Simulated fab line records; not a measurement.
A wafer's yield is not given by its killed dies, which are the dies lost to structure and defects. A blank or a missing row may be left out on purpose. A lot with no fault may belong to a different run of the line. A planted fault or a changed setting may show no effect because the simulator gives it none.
Lot-split experiment / flow n5Finfet / 21 wafers read across 7 lots, on a route 1938 steps long

## SPLIT DETAILS
At N5_BEOL_M9_EXPOSE_25 (exposes mask V8), the setting doseMj was moved away from the recipe's 37.25 on 8 of the 21 wafers read, by -2.8% to +6.8%. All remaining wafers had this setting at the recipe value.

## FROM THE SPLIT TO THE READING: what the file shows between them, 2 steps
- N5_BEOL_M9_PEB_26: peb time 60 s
- N5_BEOL_M9_DEVELOP_27: develop time 30 s

## THE READING
cdNm (nm) at N5_BEOL_M9_CD_MEAS_28, where the cd target is 70 nm. Fault-free wafers of this fab line usually give 70.01 nm, standard deviation 0.26 nm.

wafer=L075.1; tool, chamber at the split=euvScanner-01, 0; doseMj as run=37.25; against the recipe=recipe; cdNm, nm=70.17; against lot-mates on the recipe=-
wafer=L075.3; tool, chamber at the split=euvScanner-01, 0; doseMj as run=39.79; against the recipe=+6.8%; cdNm, nm=71.34; against lot-mates on the recipe=+1.41
wafer=L075.6; tool, chamber at the split=euvScanner-01, 0; doseMj as run=37.25; against the recipe=recipe; cdNm, nm=69.69; against lot-mates on the recipe=-
wafer=L077.1; tool, chamber at the split=euvScanner-01, 0; doseMj as run=37.25; against the recipe=recipe; cdNm, nm=69.50; against lot-mates on the recipe=-
wafer=L077.2; tool, chamber at the split=euvScanner-01, 0; doseMj as run=37.25; against the recipe=recipe; cdNm, nm=70.15; against lot-mates on the recipe=-
wafer=L077.5; tool, chamber at the split=euvScanner-01, 0; doseMj as run=39.57; against the recipe=+6.2%; cdNm, nm=71.94; against lot-mates on the recipe=+2.11
wafer=L080.4; tool, chamber at the split=euvScanner-02, 0; doseMj as run=37.25; against the recipe=recipe; cdNm, nm=69.84; against lot-mates on the recipe=-
wafer=L080.5; tool, chamber at the split=euvScanner-02, 0; doseMj as run=37.25; against the recipe=recipe; cdNm, nm=69.75; against lot-mates on the recipe=-
wafer=L080.6; tool, chamber at the split=euvScanner-02, 0; doseMj as run=37.25; against the recipe=recipe; cdNm, nm=70.11; against lot-mates on the recipe=-
wafer=L082.1; tool, chamber at the split=euvScanner-01, 0; doseMj as run=36.37; against the recipe=-2.4%; cdNm, nm=69.65; against lot-mates on the recipe=-0.22
wafer=L082.2; tool, chamber at the split=euvScanner-01, 0; doseMj as run=37.25; against the recipe=recipe; cdNm, nm=69.83; against lot-mates on the recipe=-
wafer=L082.4; tool, chamber at the split=euvScanner-01, 0; doseMj as run=37.25; against the recipe=recipe; cdNm, nm=69.91; against lot-mates on the recipe=-
wafer=L083.1; tool, chamber at the split=euvScanner-01, 0; doseMj as run=37.25; against the recipe=recipe; cdNm, nm=70.34; against lot-mates on the recipe=-
wafer=L083.4; tool, chamber at the split=euvScanner-01, 0; doseMj as run=38.71; against the recipe=+3.9%; cdNm, nm=71.19; against lot-mates on the recipe=+0.85
wafer=L083.6; tool, chamber at the split=euvScanner-01, 0; doseMj as run=38.71; against the recipe=+3.9%; cdNm, nm=70.77; against lot-mates on the recipe=+0.43
wafer=L093.1; tool, chamber at the split=euvScanner-02, 0; doseMj as run=36.22; against the recipe=-2.8%; cdNm, nm=68.86; against lot-mates on the recipe=-0.85
wafer=L093.3; tool, chamber at the split=euvScanner-02, 0; doseMj as run=37.25; against the recipe=recipe; cdNm, nm=69.71; against lot-mates on the recipe=-
wafer=L093.6; tool, chamber at the split=euvScanner-02, 0; doseMj as run=36.22; against the recipe=-2.8%; cdNm, nm=69.19; against lot-mates on the recipe=-0.52
wafer=L097.2; tool, chamber at the split=euvScanner-01, 0; doseMj as run=37.25; against the recipe=recipe; cdNm, nm=69.98; against lot-mates on the recipe=-
wafer=L097.3; tool, chamber at the split=euvScanner-01, 0; doseMj as run=37.25; against the recipe=recipe; cdNm, nm=69.88; against lot-mates on the recipe=-
wafer=L097.4; tool, chamber at the split=euvScanner-01, 0; doseMj as run=39.46; against the recipe=+5.9%; cdNm, nm=71.83; against lot-mates on the recipe=+1.90

THE FIT
A straight line over all 21 wafers: cdNm changes by +0.275 nm for each +1% of doseMj; r = +0.95; the points scatter about the line by 0.27 nm.
The same after taking each lot's own level away (the mean of its wafers on the recipe; 21 wafers): +0.25 nm for each +1%; r = +0.93; scatter 0.28 nm.
According to that fit, moving doseMj by its largest amount changes the reading by 1.7 nm.
Measured against the standard deviation above, the lots' own levels, which go from 69.710 to 70.340 nm, span 2.4 times it.
So the slope is not independent of the lot-to-lot level: the two fits are not the same.
Check: with one of the wafers moved furthest among these (+6.8%) left out of the fit, the line predicts +1.84 nm for it against its lot-mates. Against them it came out at +1.41 nm.

## THESE WAFERS: OTHER SPLITS
Before the reading, these wafers also passed through other splits. Each is held against what the fit with the lots' levels taken away leaves over:
other split on the same wafers=N5_BEOL_M7_DESCUM_33 timeS; wafers away from the commonest value=9; r with cdNm (lot level and that fit taken away)=+0.37
other split on the same wafers=N5_BEOL_M7_ETCH_41 sourceW; wafers away from the commonest value=9; r with cdNm (lot level and that fit taken away)=+0.28
other split on the same wafers=N5_BEOL_M8_COAT_22 spinRpm; wafers away from the commonest value=10; r with cdNm (lot level and that fit taken away)=+0.25
other split on the same wafers=N5_BEOL_M8_EXPOSE_25 doseMj; wafers away from the commonest value=5; r with cdNm (lot level and that fit taken away)=+0.21

## FILE'S OWN FIT
cdNm changes by +0.262 nm for each +1% of doseMj, r = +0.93.
